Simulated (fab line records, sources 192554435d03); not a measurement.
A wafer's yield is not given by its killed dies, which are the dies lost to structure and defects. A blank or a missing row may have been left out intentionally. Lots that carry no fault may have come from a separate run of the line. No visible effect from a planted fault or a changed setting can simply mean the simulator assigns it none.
Shared-tool check + flow n5Finfet + Sampled: 11 lots, 33 wafers

WHAT PROMPTED THE OPENING
N5_BEOL_M7_THK_MEAS_01, reading M7_ILD_THK: flagged on 3 of 11 lots. No-fault wafers: 154.9 nm, standard deviation 2.1.
Rule: a lot gets a flag if all its wafers with a number sit over 4 standard deviations from that mean, or if no wafer of it has a number. As for the other lots, they are considered sound.

| lot  | measured     | on           | M7_ILD_THK (nm), wafer by wafer | flag    |
|------|--------------|--------------|---------------------------------|---------|
| L938 | day 10 07:03 | filmMetro-02 | 154.0 157.7 157.4               |         |
| L939 | day 10 14:25 | filmMetro-02 | 159.2 158.4 158.3               |         |
| L940 | day 10 16:38 | filmMetro-01 | 154.5 153.7 152.8               |         |
| L942 | day 11 07:21 | filmMetro-01 | 153.0 154.3 154.2               |         |
| L945 | day 12 12:38 | filmMetro-02 | 179.6 181.4 181.0               | FLAGGED |
| L947 | day 12 17:39 | filmMetro-01 | 176.2 180.3 178.6               | FLAGGED |
| L946 | day 12 18:26 | filmMetro-01 | 179.1 181.9 183.1               | FLAGGED |
| L955 | day 14 15:26 | filmMetro-01 | 152.3 155.9 156.0               |         |
| L956 | day 14 20:49 | filmMetro-01 | 153.7 154.6 155.5               |         |
| L954 | day 14 23:01 | filmMetro-02 | 150.7 153.2 154.7               |         |
| L958 | day 15 06:26 | filmMetro-01 | 154.2 156.0 154.0               |         |
The numbers of the flagged lots are 180.1 nm on average: +25.2 nm against the usual, or +12 standard deviations.

WHICH TOOL EACH LOT WENT THROUGH
Before the reading, the record contains 2 process steps out of a 1938-step route. In each cell: the tool, then ch and the chambers that the sampled wafers went through, then the start.
| lot  | flag    | N5_BEOL_M6_STRIP_36               | N5_BEOL_M7_CURE_74           |
|------|---------|-----------------------------------|------------------------------|
| L938 |         | rieDiel-01 ch 2,3, day 10 02:09   | uvCure-02 ch 1, day 10 06:32 |
| L939 |         | rieDiel-04 ch 0,2, day 10 09:33   | uvCure-03 ch 0, day 10 14:04 |
| L940 |         | rieDiel-01 ch 1,2,3, day 10 12:53 | uvCure-03 ch 1, day 10 16:12 |
| L942 |         | rieDiel-01 ch 0,3, day 11 02:48   | uvCure-02 ch 2, day 11 06:50 |
| L945 | FLAGGED | rieDiel-01 ch 0,1,2, day 12 08:32 | uvCure-03 ch 0, day 12 12:07 |
| L947 | FLAGGED | rieDiel-04 ch 0,1,3, day 12 13:20 | uvCure-03 ch 2, day 12 17:08 |
| L946 | FLAGGED | rieDiel-01 ch 1,2,3, day 12 13:30 | uvCure-03 ch 0, day 12 17:55 |
| L955 |         | rieDiel-03 ch 0,2,3, day 14 11:26 | uvCure-02 ch 0, day 14 14:56 |
| L956 |         | rieDiel-01 ch 0,1,3, day 14 16:55 | uvCure-02 ch 2, day 14 20:23 |
| L954 |         | rieDiel-04 ch 1,3, day 14 19:08   | uvCure-02 ch 0, day 14 22:39 |
| L958 |         | rieDiel-04 ch 1,2,3, day 15 02:49 | uvCure-03 ch 0, day 15 05:56 |
What these steps do:
- N5_BEOL_M6_STRIP_36: strips in N2/H2.
- N5_BEOL_M7_CURE_74: cures SiCOH lowk, time 240 s.
- N5_BEOL_M7_THK_MEAS_01

FLAGGED OVER TOTAL, TOOL BY TOOL (the gauges that took the reading come last)
| step                   | tool         | lots run | flagged | share of the flagged lots | sound lots run after its first flagged lot |
|------------------------|--------------|----------|---------|---------------------------|--------------------------------------------|
| N5_BEOL_M6_STRIP_36    | rieDiel-01   | 6        | 2       | some                      | 1 (L956)                                   |
| N5_BEOL_M6_STRIP_36    | rieDiel-03   | 1        | 0       | none                      | -                                          |
| N5_BEOL_M6_STRIP_36    | rieDiel-04   | 4        | 1       | some                      | 2 (L954,L958)                              |
| N5_BEOL_M7_CURE_74     | uvCure-02    | 5        | 0       | none                      | -                                          |
| N5_BEOL_M7_CURE_74     | uvCure-03    | 6        | 3       | all                       | 1 (L958)                                   |
| N5_BEOL_M7_THK_MEAS_01 | filmMetro-01 | 7        | 2       | some                      | 3 (L955,L956,L958)                         |
| N5_BEOL_M7_THK_MEAS_01 | filmMetro-02 | 4        | 1       | some                      | 1 (L954)                                   |

WHAT IS ALLOWED BY THE TABLE
In the table, 1 row covers all flagged lots: uvCure-03 at N5_BEOL_M7_CURE_74.
- uvCure-03 at N5_BEOL_M7_CURE_74: 3 of its 6 lots flagged. Lots that were sound ran on it after the first flagged one (L958); a persistent fault on the entire tool would not allow that. On the flagged lots its readings are blank where sound lots have values: lampPowerPct, runLengthS, wafer_temp_C_max.
None of the table's rows ran every flagged lot and, after the first, no sound lot.

WHAT WAS PUT IN BY THE SIMULATOR
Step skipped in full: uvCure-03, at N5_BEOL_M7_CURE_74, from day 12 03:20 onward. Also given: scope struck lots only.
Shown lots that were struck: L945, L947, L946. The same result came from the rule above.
